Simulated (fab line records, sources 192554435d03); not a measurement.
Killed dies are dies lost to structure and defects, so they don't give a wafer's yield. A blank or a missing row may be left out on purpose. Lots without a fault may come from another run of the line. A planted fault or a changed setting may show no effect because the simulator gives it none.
A struck lot beside a sound one | flow n5_finfet | 39 steps out of a route of 1938
Sound: wafers L120.3, L120.4, L120.6. Struck: wafers L127.1, L127.2, L127.3. The cause comes at the end.
At each step with rows: each side's tool, then ch and its chambers, then its first start. Under that, the readings that differ: sound wafers | struck wafers | difference of the means | sigmas: that difference in standard deviations of wafers without a fault.
alike: readings whose means differ by less than 2 such deviations, and words and numbers that are the same on both sides. not compared: withheld readings, readings that some wafer has no value for, bounds like >300 that may hide the same value, and numbers for which the record gives no deviation and whose values overlap.
The two part at a step that has a row with sigmas, a row that says differs or no value, or rows on one side only. Numbers that don't overlap but have no deviation are shown without sigmas and don't part them. A reading that every wafer of one side lacks parts them only if that side has two wafers or more.

first, 12 steps without rows for these wafers: N5_SD_EPI_N_STRIP_36 (strips in N2/H2); N5_SD_EPI_N_ETCHBACK_44 (etches SiNx in CH3F/O2, stops on SiO2, target depth 14.5 nm); N5_SD_EPI_N_ETCH_45 (etches SiOCN in CH3F/O2, target depth 6 nm); N5_SD_EPI_N_ETCH_16 (etches SiO2 in CHF3/O2, target depth 5 nm); N5_SD_EPI_N_STRIP_47 (strips in CHF3/O2); N5_SD_EPI_N_SD_RECESS_17 (chemistry HBr/Cl2/O2, target depth 41 nm, time 23.7 s, bt time 3 s); N5_SD_EPI_N_STRIP_38 (strips in N2/H2); N5_SD_EPI_N_WET_ETCH_43 (etches SiO2 in dHF, time 14 s, target depth 1.5 nm); N5_SD_EPI_N_STRIP_18 (strips in SPM, time 750 s); N5_SD_EPI_N_SRD_20 (time 30 s); N5_SD_EPI_N_PRECLEAN_48 (cleans in NF3:NH3, afs cycles 2, time 20 s, sublimation time 60 s); N5_SD_EPI_N_VAPOR_ETCH_50 (etches Si in HCl, time 54 s).
N5_SD_EPI_N_EPI_21: deposits Si:P, time 690 s.
  sound on epi_rpcvd-02 ch 0, day 4 00:08; struck on epi_rpcvd-02 ch 0, day 5 16:01
  reading                                   | sound          | struck         | difference | sigmas
  model.Si-P_of_SD_EPI_N_EPI_21.thk_nm (nm) | 58.4 58.8 58.6 | 54.2 54.2 54.6 | -4.3       |
  alike: chamber_pressure_Torr
N5_SD_EPI_N_EPI_MEAS_23:
  sound on film_metro-02, day 4 02:11; struck on film_metro-01, day 5 17:44
  reading     | sound          | struck         | difference | sigmas
  thk_nm (nm) | 60.0 59.8 58.5 | 52.7 54.5 54.3 | -5.6       | -4
then, 24 steps without rows for these wafers: N5_SD_EPI_N_PRECLEAN_24 (cleans in O3/DIW, time 60 s); N5_SD_EPI_N_SRD_25 (time 30 s); N5_SD_EPI_N_PRECLEAN_49 (cleans in NF3:NH3, afs cycles 1, time 20 s, sublimation time 60 s); N5_SD_EPI_N_LINER_46 (material SiNx, target thk 3 nm); N5_SD_EPI_P_COAT_34 (time 60 s, resist thk 350 nm); N5_SD_EPI_P_COAT_35 (time 60 s, resist thk 35 nm); N5_SD_EPI_P_COAT_03 (resist thk 150 nm); N5_SD_EPI_P_EBR_05; N5_SD_EPI_P_SOFTBAKE_04 (time 60 s); N5_SD_EPI_P_EXPOSE_06 (exposes mask SD P BLK, target cd 240 nm); N5_SD_EPI_P_PEB_07 (peb time 60 s); N5_SD_EPI_P_DEVELOP_08 (develop time 30 s); N5_SD_EPI_P_DESCUM_14 (chemistry O2, time 7.9 s); N5_SD_EPI_P_ETCH_36 (etches SiARC in CF4, target depth 45.5 nm, time 75.8 s); N5_SD_EPI_P_ETCH_37 (etches SOC in N2/H2, overetch 108 nm, time 486 s); N5_SD_EPI_P_STRIP_38 (strips in N2/H2); N5_SD_EPI_P_ETCHBACK_46 (etches SiNx in CH3F/O2, stops on SiO2, target depth 17.5 nm); N5_SD_EPI_P_ETCH_47 (etches SiOCN in CH3F/O2, target depth 25 nm); N5_SD_EPI_P_ETCH_16 (etches SiO2 in CHF3/O2, target depth 5 nm); N5_SD_EPI_P_STRIP_50 (strips in CHF3/O2); N5_SD_EPI_P_SD_RECESS_17 (chemistry HBr/Cl2/O2, target depth 39.1 nm, bt time 3 s); N5_SD_EPI_P_WET_ETCH_45 (etches SiO2 in dHF, time 10.7 s, target depth 2 nm, rinse time 30 s); N5_SD_EPI_P_STRIP_40 (strips in N2/H2); N5_SD_EPI_P_PRECLEAN_52 (cleans in O3/DIW, time 60 s).
N5_MOL_CONTACT_COAG_ETCH_15: etches SiNx in CH3F/O2, stops on Si:P, target depth 7 nm.
  sound on rie_diel-05 ch 0,2,3, day 5 14:02; struck on rie_diel-03 ch 1,2,3, day 7 04:37
  reading                                   | sound        | struck       | difference | sigmas
  model.Si-P_of_SD_EPI_N_EPI_21.thk_nm (nm) | 57.6 58 57.6 | 53.4 53.4 54 | -4.1       |
  alike: O2_flow_sccm, bias_w, chamber_pressure_mTorr, drypump_motor_current_A, oes_product_au, rf_vpp_V, showerhead_plenum_p_Torr, throttle_valve_pct
  not compared: rf_hours_counter_h

WHERE THEY PART
Only at N5_SD_EPI_N_EPI_MEAS_23, within this record. Later steps at which nothing parts them and some readings are alike: N5_MOL_CONTACT_COAG_ETCH_15.

WHY: what the simulator had put in
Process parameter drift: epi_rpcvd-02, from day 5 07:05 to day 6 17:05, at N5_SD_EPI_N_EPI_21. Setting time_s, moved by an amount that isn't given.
